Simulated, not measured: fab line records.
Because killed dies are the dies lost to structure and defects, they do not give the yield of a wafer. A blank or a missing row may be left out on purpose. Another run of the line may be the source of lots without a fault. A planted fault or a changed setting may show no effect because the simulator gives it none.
What tool caused it? -- flow n5 finfet -- 12 lots with 33 wafers sampled at 5 steps, on a route of 1938 steps

WHAT THE GAUGES SHOWED, per wafer
N5_BEOL_M5_RS_MEAS_57: uses a four-point probe to measure. Usual: M5_RS gives 0.388 ohm/sq (standard deviation 0.012).
lot,measured,on,M5_RS (ohm/sq),flag
L637,day 9 08:15,film metro-02,0.400 0.397 0.388,
L639,day 10 01:23,film metro-01,0.395 0.400,
L643,day 10 11:31,film metro-02,0.389 0.386 0.400,
L640,day 10 11:37,film metro-02,0.405 0.396,
L644,day 11 11:49,film metro-01,0.393 0.384 0.381,
L645,day 11 11:55,film metro-01,0.378 0.359 0.364,
L646,day 11 22:22,film metro-02,0.386 0.384 0.381,
L648,day 12 22:16,film metro-02,0.380 0.380,
L649,day 12 23:59,film metro-01,0.392 0.364 0.395,
L650,day 13 16:32,film metro-02,0.401 0.385 0.399,
L657,day 14 17:55,film metro-01,0.373 0.374 0.377,
L660,day 16 05:39,film metro-01,0.382 0.382 0.379,

N5_BEOL_M6_THK_MEAS_01. Usual: M6_ILD_THK gives 155.4 nm (standard deviation 1.8).
lot,measured,on,M6_ILD_THK (nm),flag
L637,day 9 09:22,film metro-01,154.9 152.7 154.7,
L639,day 10 02:02,film metro-01,153.6 157.3,
L643,day 10 12:09,film metro-01,151.4 157.3 154.4,
L640,day 10 12:16,film metro-01,155.3 160.3,
L644,day 11 12:27,film metro-01,152.8 154.7 158.0,
L645,day 11 12:34,film metro-02,155.5 158.8 155.8,
L646,day 11 23:01,film metro-01,156.6 157.4 155.8,
L648,day 12 22:56,film metro-02,152.3 156.9,
L649,day 13 00:37,film metro-01,153.5 153.2 156.2,
L650,day 13 17:11,film metro-02,154.4 156.5 157.7,
L657,day 14 18:34,film metro-02,124.4 124.1 125.0,OFF
L660,day 16 06:17,film metro-01,124.3 124.5 124.4,OFF

TOOL THAT RAN EACH LOT (tool first, then ch and the chambers of the sampled wafers, then the start)
lot,N5_BEOL_M5_ALD_86,N5_BEOL_M5_SURFACE_TREAT_87,N5_BEOL_M6_ILD_DEP_00
L637,"ald metal-03 ch 1,2,3, day 8 23:56","pvd sputter-02, day 9 00:11","pecvd-01 ch 0,1, day 9 08:19"
L639,"ald metal-01 ch 0,3, day 9 19:33","pvd sputter-01, day 9 19:46","pecvd-03 ch 1,2, day 10 01:27"
L643,"ald metal-04 ch 0,1,2, day 10 05:40","pvd sputter-03, day 10 05:54","pecvd-01 ch 0,1,2, day 10 11:35"
L640,"ald metal-03 ch 0,1, day 10 05:45","pvd sputter-03, day 10 05:59","pecvd-01 ch 0, day 10 11:41"
L644,"ald metal-04 ch 0,1,2, day 11 05:49","pvd sputter-01, day 11 06:04","pecvd-03 ch 0,1,2, day 11 11:53"
L645,"ald metal-01 ch 0,2, day 11 05:49","pvd sputter-03, day 11 06:05","pecvd-02 ch 0,1,2, day 11 11:59"
L646,"ald metal-03 ch 0,1,2, day 11 16:16","pvd sputter-03, day 11 16:38","pecvd-01 ch 0,2, day 11 22:26"
L648,"ald metal-04 ch 2,3, day 12 15:23","pvd sputter-01, day 12 16:34","pecvd-03 ch 0,2, day 12 22:20"
L649,"ald metal-03 ch 1,2,3, day 12 17:56","pvd sputter-02, day 12 18:11","pecvd-01 ch 0,1,2, day 13 00:03"
L650,"ald metal-04 ch 0,2,3, day 13 10:37","pvd sputter-02, day 13 10:54","pecvd-01 ch 0,1,2, day 13 16:36"
L657,"ald metal-04 ch 1,2,3, day 14 12:01","pvd sputter-03, day 14 12:19","pecvd-03 ch 0,1,2, day 14 17:59"
L660,"ald metal-04 ch 0,2, day 15 23:47","pvd sputter-01, day 16 00:01","pecvd-03 ch 0,1,2, day 16 05:43"
- N5_BEOL_M5_ALD_86: deposits TaN, pulse time 2 s, purge time 3 s, co reactant purge time 2 s.
- N5_BEOL_M5_SURFACE_TREAT_87
- N5_BEOL_M6_ILD_DEP_00: deposits SiCOH lowk from DEMS/porogen, target thk 179.75 nm, time 33.4 s.

AS READ BY THE TOOLS THEMSELVES (means over the sampled wafers that have a number; for cases with no such wafer, the mark the record gives instead)
N5_BEOL_M5_ALD_86. Usual: heater power w 423 W, standard deviation 65; mfc carrier sccm 1500 sccm, standard deviation 4.5.
lot,tool,heater power w (W),mfc carrier sccm (sccm),flag
L637,ald metal-03,378,1500,
L639,ald metal-01,394,1500,
L643,ald metal-04,403,1499,
L640,ald metal-03,454,1499,
L644,ald metal-04,399,1499,
L645,ald metal-01,446,1500,
L646,ald metal-03,417,1500,
L648,ald metal-04,405,1496,
L649,ald metal-03,378,1502,
L650,ald metal-04,390,1496,
L657,ald metal-04,422,1500,
L660,ald metal-04,366,1497,

N5_BEOL_M6_ILD_DEP_00. Usual: heater power w 316 W, standard deviation 49; showerhead plenum p Torr 5.732 Torr, standard deviation 0.02; throttle valve pct 13.5 %, standard deviation 0.46.
lot,tool,heater power w (W),showerhead plenum p Torr (Torr),throttle valve pct (%),flag
L637,pecvd-01,322,5.744,13.8,
L639,pecvd-03,370,5.724,13.6,
L643,pecvd-01,296,5.734,13.5,
L640,pecvd-01,388,5.768,12.3,
L644,pecvd-03,327,5.713,13.6,
L645,pecvd-02,328,5.738,13.4,
L646,pecvd-01,340,5.753,12.8,
L648,pecvd-03,304,5.716,13.5,
L649,pecvd-01,288,5.742,13.3,
L650,pecvd-01,287,5.737,13.5,
L657,pecvd-03,312,5.726,13.6,
L660,pecvd-03,349,5.715,13.7,

THE ANSWER, worked out from the rows above alone
Rule: a lot counts as off when the mean over its wafers that have a number is more than 3 standard deviations away from the usual mean. A lot without any number at a reading at which 4 lots or more have one is off too. Where the step has rows for the other lots, those lots are counted as sound. First the gauges in route order, then the tools' own readings, where a lot's mean is used as printed above. The first step at which some lot is off is used, and at that step the reading that is off furthest; a lot without a number counts as furthest.
Off: L657, L660, seen at N5_BEOL_M6_THK_MEAS_01 (M6_ILD_THK).
If a tool, at a process step before that reading, ran all the lots that are off and no sound lot after the first of them, it fits. Those tools and the gauges at N5_BEOL_M6_THK_MEAS_01 are tried in the same way. This does not decide it: 2 tools fit, namely ald metal-04 at N5_BEOL_M5_ALD_86 and pecvd-03 at N5_BEOL_M6_ILD_DEP_00.

WHAT THE SIMULATOR HAD PUT IN
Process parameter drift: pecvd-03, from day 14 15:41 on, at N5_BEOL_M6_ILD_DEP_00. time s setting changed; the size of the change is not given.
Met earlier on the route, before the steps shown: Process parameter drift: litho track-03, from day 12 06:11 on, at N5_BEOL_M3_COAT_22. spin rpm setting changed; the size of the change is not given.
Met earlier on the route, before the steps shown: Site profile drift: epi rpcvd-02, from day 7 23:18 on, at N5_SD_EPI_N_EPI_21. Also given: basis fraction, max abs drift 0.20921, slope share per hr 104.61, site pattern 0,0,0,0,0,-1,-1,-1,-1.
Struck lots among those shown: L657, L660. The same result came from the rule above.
